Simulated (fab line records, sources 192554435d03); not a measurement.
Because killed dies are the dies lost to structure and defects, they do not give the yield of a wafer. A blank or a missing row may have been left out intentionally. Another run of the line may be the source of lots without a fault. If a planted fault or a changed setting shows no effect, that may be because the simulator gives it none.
Matching of chambers | flow n5_finfet | 3 sister chambers for N5_BEOL_M5_CO_CAP_78 on cvd_co-02
The step material Co, precursor CCTBA/H2, target thk 2 nm, time 102.1 s. 27 wafers are shown with their chamber, then 12 later ones without.

## EACH WAFER AND ITS CHAMBER
wafer  | chamber | heater_power_w (W)
L078.1 | 1       | 224
L078.2 | 0       | 246
L078.6 | 1       | 235
L082.1 | 0       | 252
L082.3 | 2       | 237
L082.4 | 0       | 245
L083.1 | 1       | 236
L083.2 | 2       | 233
L083.4 | 1       | 234
L087.3 | 0       | 256
L087.5 | 0       | 246
L087.6 | 1       | 226
L086.2 | 2       | 234
L086.4 | 1       | 230
L086.6 | 2       | 239
L088.1 | 1       | 231
L088.5 | 2       | 231
L088.6 | 1       | 228
L089.3 | 0       | 256
L089.4 | 0       | 249
L089.6 | 1       | 231
L091.1 | 0       | 250
L091.2 | 1       | 235
L091.6 | 0       | 254
L090.2 | 2       | 230
L090.4 | 1       | 234
L090.5 | 2       | 233

SIGNATURES, as means of the wafers listed above
reading        | chamber 0 | chamber 1 | chamber 2 | scatter within a chamber
heater_power_w | 250.44    | 231.27    | 233.86    | 3.91
Rule: distance of a wafer from a chamber = root of the sum over the readings of ((wafer's reading minus chamber's mean) / reading's scatter) squared. The wafer belongs to the nearest chamber; if the next one is less than 2 further off, it can't be placed. The scatter: the root of (the sum of the squares of (reading less its chamber's mean) over the shown wafers, divided by (wafers less chambers)).

## WAFERS WHOSE CHAMBER IS MISSING
wafer  | heater_power_w (W)
L092.1 | 256
L092.4 | 234
L092.6 | 234
L093.1 | 247
L093.3 | 233
L093.4 | 244
L094.2 | 260
L094.3 | 231
L094.5 | 250
L097.1 | 233
L097.4 | 233
L097.5 | 250

## WHICH CHAMBER EACH ONE RAN IN
wafer  | from the rows above          | in truth
L092.1 | 0                            | 0
L092.4 | can't be placed: 2 or 1      | 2
L092.6 | can't be placed: 2 or 1      | 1
L093.1 | 0                            | 0
L093.3 | can't be placed: 2 or 1      | 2
L093.4 | can't be placed: 0 or 2 or 1 | 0
L094.2 | 0                            | 0
L094.3 | can't be placed: 1 or 2      | 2
L094.5 | 0                            | 0
L097.1 | can't be placed: 2 or 1      | 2
L097.4 | can't be placed: 2 or 1      | 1
L097.5 | 0                            | 0
Correctly placed: 5 of 12. From these rows, 7 cannot be placed; in 7 the true chamber is one of the candidates. Placed wrongly: 0.
